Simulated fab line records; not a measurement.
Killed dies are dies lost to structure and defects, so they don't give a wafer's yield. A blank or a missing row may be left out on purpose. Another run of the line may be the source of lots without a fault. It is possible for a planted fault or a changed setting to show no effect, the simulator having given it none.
What tool caused it?	flow n5 finfet	24 lots, 72 wafers sampled, at 6 steps of a route of 1938

== WHAT THE GAUGES READ, wafer by wafer ==
N5_BEOL_M0_SAQP_CD_MEAS_14: target cd 42.5 nm.
lot	measured	on	cd nm (nm)
L074	day 5 10:29	cd sem-03	42.2 42.7 42.9
L075	day 5 16:40	cd sem-01	42.1 42.4 42.7
L076	day 6 06:43	cd sem-01	42.4 42.6 42.4
L077	day 6 06:52	cd sem-03	42.2 41.9 41.9
L078	day 6 09:58	cd sem-01	41.8 42.0 41.9
L079	day 6 14:59	cd sem-03	42.8 42.4 43.0
L080	day 6 22:31	cd sem-01	42.4 42.7 42.8
L081	day 7 05:13	cd sem-02	41.9 42.5 42.6
L082	day 7 08:52	cd sem-02	42.4 42.1 42.0
L083	day 7 16:20	cd sem-01	42.5 42.5 42.7
L085	day 8 04:04	cd sem-01	42.2 42.0 42.3
L084	day 8 09:38	cd sem-01	42.4 42.1 42.2
L087	day 8 16:25	cd sem-03	42.6 42.8 42.4
L086	day 8 19:52	cd sem-01	42.3 42.7 42.3
L088	day 9 01:50	cd sem-01	42.4 42.7 42.6
L089	day 9 05:16	cd sem-03	42.4 43.3 43.1
L090	day 9 10:17	cd sem-02	42.3 42.4 42.7
L091	day 9 17:01	cd sem-02	42.3 41.7 41.8
L092	day 10 01:26	cd sem-03	42.3 42.5 42.5
L093	day 10 05:10	cd sem-01	42.5 42.7 42.2
L094	day 10 11:35	cd sem-03	42.6 42.1 42.2
L095	day 10 17:29	cd sem-02	42.6 42.6 42.7
L096	day 10 23:09	cd sem-01	42.4 41.9 43.0
L097	day 11 03:23	cd sem-01	42.8 42.8 42.9

N5_BEOL_M0_CUTY_CD_MEAS_57: target cd 200 nm.
lot	measured	on	cd nm (nm)
L074	day 5 15:48	cd sem-01	200.4 200.6 200.8
L075	day 5 23:07	cd sem-03	199.1 199.7 199.3
L076	day 6 12:05	cd sem-01	199.5 198.1 199.6
L077	day 6 12:35	cd sem-03	199.4 199.8 199.7
L078	day 6 16:36	cd sem-01	200.1 200.1 199.9
L079	day 6 20:33	cd sem-03	200.3 198.3 198.5
L080	day 7 04:28	cd sem-03	199.7 201.3 200.1
L081	day 7 11:16	cd sem-01	200.5 200.3 201.0
L082	day 7 15:11	cd sem-02	199.7 201.8 201.0
L083	day 7 22:15	cd sem-03	200.4 200.4 200.0
L085	day 8 09:19	cd sem-01	200.6 200.2 199.3
L084	day 8 16:12	cd sem-01	200.5 200.5 199.9
L087	day 8 22:38	cd sem-03	200.2 200.6 199.7
L086	day 9 01:38	cd sem-01	199.7 199.9 200.7
L088	day 9 07:46	cd sem-02	199.5 199.9 201.3
L089	day 9 10:37	cd sem-01	200.8 200.4 200.4
L090	day 9 16:34	cd sem-02	200.0 200.0 200.3
L091	day 9 22:52	cd sem-03	200.5 199.5 200.4
L092	day 10 07:08	cd sem-01	199.2 199.0 198.6
L093	day 10 10:53	cd sem-03	199.1 199.4 199.3
L094	day 10 17:19	cd sem-03	200.4 199.6 200.0
L095	day 10 22:56	cd sem-01	198.7 199.1 198.7
L096	day 11 04:19	cd sem-01	200.5 201.5 200.2
L097	day 11 09:26	cd sem-03	200.9 200.6 200.4

== WHICH TOOL RAN EACH LOT (tool, then ch and the chambers of the sampled wafers, then the start) ==
lot	N5_BEOL_M0_SAQP_MANDREL1_REMOVE_100	N5_BEOL_M0_SAQP_ETCH_101	N5_BEOL_M0_SAQP_MANDREL2_REMOVE_110	N5_BEOL_M0_SAQP_STRIP_75
L074	rie si-02 ch 0,1, day 5 12:04	rie diel-03 ch 2,3, day 5 12:13	rie si-04 ch 0,1,2, day 5 13:50	rie diel-03 ch 1,2, day 5 15:25
L075	rie si-03 ch 0,2,3, day 5 18:28	rie diel-06 ch 0,2,3, day 5 18:37	rie si-02 ch 1,2, day 5 20:18	rie diel-06 ch 1,2, day 5 22:43
L076	rie si-03 ch 1,2,3, day 6 08:25	rie diel-06 ch 0,1, day 6 08:33	rie si-04 ch 0,2, day 6 10:11	rie diel-03 ch 0,1,2, day 6 11:49
L077	rie si-02 ch 0,1,2, day 6 08:40	rie diel-06 ch 1,2,3, day 6 08:49	rie si-02 ch 0,1,2, day 6 10:46	rie diel-02 ch 0,1,3, day 6 12:19
L078	rie si-02 ch 2,3, day 6 12:25	rie diel-02 ch 2,3, day 6 12:34	rie si-03 ch 0,1,2, day 6 14:17	rie diel-06 ch 1,2, day 6 16:12
L079	rie si-04 ch 0,2,3, day 6 16:52	rie diel-06 ch 1,2,3, day 6 17:01	rie si-02 ch 0,1,3, day 6 18:38	rie diel-03 ch 0,1,2, day 6 20:10
L080	rie si-04 ch 0,3, day 7 00:07	rie diel-02 ch 1,2,3, day 7 00:31	rie si-03 ch 1,2,3, day 7 02:10	rie diel-02 ch 2,3, day 7 04:04
L081	rie si-02 ch 1,2,3, day 7 07:08	rie diel-03 ch 1,2,3, day 7 07:17	rie si-03 ch 0,2, day 7 08:54	rie diel-06 ch 0,1,2, day 7 11:00
L082	rie si-03 ch 0,2,3, day 7 11:32	rie diel-03 ch 0,1, day 7 11:41	rie si-02 ch 0,1,2, day 7 13:26	rie diel-03 ch 0,2,3, day 7 14:55
L083	rie si-03 ch 0,2, day 7 18:07	rie diel-02 ch 0,1,3, day 7 18:16	rie si-04 ch 1,2,3, day 7 20:09	rie diel-06 ch 1,3, day 7 21:51
L085	rie si-04 ch 2,3, day 8 05:37	rie diel-06 ch 0,2,3, day 8 05:46	rie si-04 ch 2,3, day 8 07:24	rie diel-06 ch 0,1,3, day 8 09:02
L084	rie si-02 ch 1,2, day 8 11:11	rie diel-02 ch 1,3, day 8 11:20	rie si-02 ch 0,1,3, day 8 13:33	rie diel-02 ch 1,3, day 8 15:56
L087	rie si-02 ch 2,3, day 8 18:22	rie diel-02 ch 1,2, day 8 18:31	rie si-02 ch 0,2, day 8 20:24	rie diel-03 ch 1,2,3, day 8 22:14
L086	rie si-03 ch 0,1,3, day 8 21:44	rie diel-03 ch 0,1,3, day 8 21:53	rie si-02 ch 0,1,2, day 8 23:38	rie diel-03 ch 1,2,3, day 9 01:22
L088	rie si-04 ch 1,2,3, day 9 04:10	rie diel-03 ch 0,3, day 9 04:19	rie si-03 ch 0,2,3, day 9 06:02	rie diel-02 ch 2,3, day 9 07:29
L089	rie si-02 ch 1,3, day 9 06:59	rie diel-02 ch 1,2, day 9 07:08	rie si-03 ch 0,2,3, day 9 08:46	rie diel-02 ch 0,1,3, day 9 10:13
L090	rie si-02 ch 1,2,3, day 9 12:35	rie diel-06 ch 0,1,2, day 9 12:44	rie si-02 ch 0,1,3, day 9 14:20	rie diel-02 ch 0,1,2, day 9 16:18
L091	rie si-02 ch 1,2, day 9 18:56	rie diel-02 ch 1,2,3, day 9 19:05	rie si-02 ch 1,3, day 9 20:49	rie diel-06 ch 0,1, day 9 22:29
L092	rie si-03 ch 1,2,3, day 10 02:59	rie diel-02 ch 1,2,3, day 10 03:07	rie si-03 ch 1,2,3, day 10 04:52	rie diel-06 ch 0,1,2, day 10 06:45
L093	rie si-02 ch 0,1,3, day 10 07:10	rie diel-02 ch 0,1,2, day 10 07:19	rie si-03 ch 0,2, day 10 09:02	rie diel-03 ch 0,1, day 10 10:29
L094	rie si-03 ch 2,3, day 10 13:07	rie diel-02 ch 0,2,3, day 10 13:23	rie si-03 ch 0,2,3, day 10 14:59	rie diel-06 ch 1,2, day 10 16:55
L095	rie si-04 ch 1,2,3, day 10 19:16	rie diel-02 ch 1,2, day 10 19:25	rie si-02 ch 1,2,3, day 10 21:02	rie diel-02 ch 0,3, day 10 22:40
L096	rie si-04 ch 1,2, day 11 00:41	rie diel-03 ch 0,1, day 11 00:50	rie si-04 ch 1,2,3, day 11 02:27	rie diel-03 ch 0,1,2, day 11 04:03
L097	rie si-04 ch 1,2,3, day 11 05:20	rie diel-06 ch 1,2,3, day 11 05:48	rie si-02 ch 1,2, day 11 07:26	rie diel-03 ch 1,2, day 11 09:03
- N5_BEOL_M0_SAQP_MANDREL1_REMOVE_100: chemistry HBr/Cl2/O2, target a-Si, stops on SiNx, bt time 10 s.
- N5_BEOL_M0_SAQP_ETCH_101: etches SiNx in CH3F/O2, target depth 29.9 nm, time 42.7 s.
- N5_BEOL_M0_SAQP_MANDREL2_REMOVE_110: chemistry HBr/Cl2/O2, target a-Si, stops on SiCN, bt time 10 s.
- N5_BEOL_M0_SAQP_STRIP_75: strips in CF4.

== AS READ BY THE TOOLS THEMSELVES (means over the sampled wafers that have a number; for cases with no such wafer, the mark the record gives instead) ==
N5_BEOL_M0_SAQP_MANDREL1_REMOVE_100.
lot	tool	drypump motor current A (A)	mfc cl2 sccm (sccm)	oes product au (a.u.)	throttle valve pct (%)
L074	rie si-02	6.1	79.99	1.001	36.78
L075	rie si-03	5.5	79.90	0.990	36.49
L076	rie si-03	5.6	80.02	1.000	36.26
L077	rie si-02	5.9	79.97	0.990	36.77
L078	rie si-02	6.1	80.09	0.988	36.88
L079	rie si-04	5.4	80.10	1.002	36.45
L080	rie si-04	5.5	79.86	1.009	36.49
L081	rie si-02	6.2	79.69	0.986	36.81
L082	rie si-03	5.5	79.97	1.004	36.49
L083	rie si-03	5.6	80.09	1.005	36.71
L085	rie si-04	5.4	79.91	1.002	36.40
L084	rie si-02	6.2	80.06	0.987	36.73
L087	rie si-02	6.1	79.79	0.994	36.87
L086	rie si-03	5.3	80.10	1.005	36.47
L088	rie si-04	5.6	79.99	0.999	36.62
L089	rie si-02	6.4	79.86	0.999	36.83
L090	rie si-02	6.2	79.93	0.997	36.81
L091	rie si-02	6.2	80.11	0.990	36.73
L092	rie si-03	5.6	80.25	0.985	36.32
L093	rie si-02	6.0	80.07	0.991	36.84
L094	rie si-03	5.8	80.04	0.983	36.33
L095	rie si-04	5.6	79.82	1.003	36.63
L096	rie si-04	5.9	79.85	1.005	36.72
L097	rie si-04	5.6	80.15	1.001	36.63

N5_BEOL_M0_SAQP_ETCH_101.
lot	tool	drypump motor current A (A)	oes_f_703_au (a.u.)	oes product au (a.u.)	rf vpp V (V)	showerhead plenum p Torr (Torr)	throttle valve pct (%)
L074	rie diel-03	6.1	0.74	0.75	298.9	2.02	16.44
L075	rie diel-06	5.8	0.90	0.91	299.6	1.98	16.13
L076	rie diel-06	5.6	0.88	0.88	298.8	1.94	16.38
L077	rie diel-06	5.5	0.81	0.82	300.3	1.96	16.26
L078	rie diel-02	5.7	0.75	0.75	299.8	2.06	16.16
L079	rie diel-06	5.6	0.80	0.81	298.5	1.96	16.27
L080	rie diel-02	5.6	0.74	0.74	299.4	2.04	16.24
L081	rie diel-03	5.9	0.79	0.80	300.1	2.04	16.40
L082	rie diel-03	5.5	0.81	0.83	298.6	2.02	16.35
L083	rie diel-02	5.2	0.71	0.72	296.9	2.04	16.41
L085	rie diel-06	5.8	0.86	0.88	299.6	1.98	16.17
L084	rie diel-02	5.6	0.74	0.73	296.4	2.02	16.23
L087	rie diel-02	5.3	0.72	0.72	300.1	2.06	16.40
L086	rie diel-03	5.7	0.78	0.80	300.2	2.01	16.37
L088	rie diel-03	5.8	0.74	0.74	298.0	2.00	16.44
L089	rie diel-02	5.5	0.71	0.72	300.7	2.06	16.32
L090	rie diel-06	5.7	0.80	0.80	298.6	1.89	16.42
L091	rie diel-02	5.6	0.72	0.71	298.4	2.04	16.29
L092	rie diel-02	5.5	0.72	0.71	297.8	2.04	16.29
L093	rie diel-02	5.1	0.79	0.80	299.9	2.05	16.31
L094	rie diel-02	5.4	0.80	0.80	299.0	2.03	16.21
L095	rie diel-02	5.4	0.71	0.72	300.4	2.06	16.34
L096	rie diel-03	5.5	0.78	0.80	299.5	2.01	16.40
L097	rie diel-06	5.6	0.77	0.77	300.0	1.95	16.33

N5_BEOL_M0_SAQP_MANDREL2_REMOVE_110.
lot	tool	drypump motor current A (A)	mfc cl2 sccm (sccm)	oes product au (a.u.)	throttle valve pct (%)
L074	rie si-04	5.7	80.24	1.012	36.54
L075	rie si-02	6.2	79.83	0.985	36.73
L076	rie si-04	5.5	79.99	1.014	36.36
L077	rie si-02	5.9	79.98	0.985	36.76
L078	rie si-03	5.7	79.94	1.003	36.49
L079	rie si-02	6.0	79.97	0.995	36.84
L080	rie si-03	5.6	80.32	1.008	36.26
L081	rie si-03	5.6	80.04	0.999	36.72
L082	rie si-02	5.9	80.06	0.993	36.76
L083	rie si-04	5.6	79.93	1.000	36.62
L085	rie si-04	5.3	80.15	1.004	36.41
L084	rie si-02	6.0	79.50	0.990	36.83
L087	rie si-02	5.5	80.01	0.993	36.76
L086	rie si-02	5.9	79.91	0.991	36.76
L088	rie si-03	5.5	80.02	0.992	36.49
L089	rie si-03	5.5	80.08	0.997	36.48
L090	rie si-02	6.0	79.96	0.995	36.83
L091	rie si-02	6.3	79.61	1.002	36.89
L092	rie si-03	5.6	79.98	0.991	36.31
L093	rie si-03	5.9	79.77	0.999	36.55
L094	rie si-03	5.5	79.83	1.001	36.49
L095	rie si-02	6.2	80.43	0.984	36.81
L096	rie si-04	5.6	80.07	1.003	36.64
L097	rie si-02	6.2	80.03	0.994	36.72

N5_BEOL_M0_SAQP_STRIP_75.
lot	tool	drypump motor current A (A)	oes product au (a.u.)	rf vpp V (V)	showerhead plenum p Torr (Torr)	throttle valve pct (%)
L074	rie diel-03	6.1	0.185	272.2	1.84	13.66
L075	rie diel-06	5.8	0.177	268.8	1.68	13.60
L076	rie diel-03	5.8	0.188	271.3	1.83	13.58
L077	rie diel-02	5.2	0.169	272.1	1.83	13.66
L078	rie diel-06	5.5	0.169	269.3	1.70	13.75
L079	rie diel-03	5.8	0.190	272.3	1.83	13.59
L080	rie diel-02	5.7	0.172	272.4	1.85	13.47
L081	rie diel-06	5.7	0.189	269.6	1.71	13.60
L082	rie diel-03	5.9	0.169	271.3	1.81	13.70
L083	rie diel-06	5.2	0.177	270.7	1.77	13.67
L085	rie diel-06	5.5	0.192	270.8	1.79	13.51
L084	rie diel-02	5.4	0.166	272.1	1.83	13.64
L087	rie diel-03	6.0	0.183	272.4	1.82	13.66
L086	rie diel-03	5.9	0.181	271.4	1.82	13.67
L088	rie diel-02	5.8	0.168	271.5	1.82	13.47
L089	rie diel-02	5.2	0.190	272.9	1.83	13.51
L090	rie diel-02	5.1	0.187	272.1	1.84	13.56
L091	rie diel-06	5.4	0.178	269.0	1.72	13.80
L092	rie diel-06	5.7	0.182	268.8	1.70	13.65
L093	rie diel-03	5.6	0.197	270.4	1.81	13.51
L094	rie diel-06	5.5	0.164	268.6	1.69	13.81
L095	rie diel-02	5.0	0.202	271.6	1.82	13.38
L096	rie diel-03	5.8	0.178	271.9	1.82	13.66
L097	rie diel-03	5.8	0.193	272.1	1.83	13.61

== THE ANSWER, worked out from the rows above alone ==
Rule: usual is defined by the lots themselves. Put in order of their means at a reading, lots are off if they are a third of the lots or fewer, leave a main group of 4 or more, and stand apart from it by a gap of 3 or more times the standard deviation of the main group's means; of several such gaps the widest counts. If all means in a main group match to the digits the tables above print for the reading, that group is not used. A lot without any number at a reading at which 4 lots or more have one is off too. Any other lot the step has rows for is counted as sound. After the gauges, taken in route order, come the tools' own readings; for these a lot's mean is taken, as printed above. The first step at which some lot is off is used, and at that step the reading that is off furthest; a lot without a number counts as furthest.
None of the lots is off at any reading shown; this tells nothing.

== WHAT THE SIMULATOR HAD PUT IN ==
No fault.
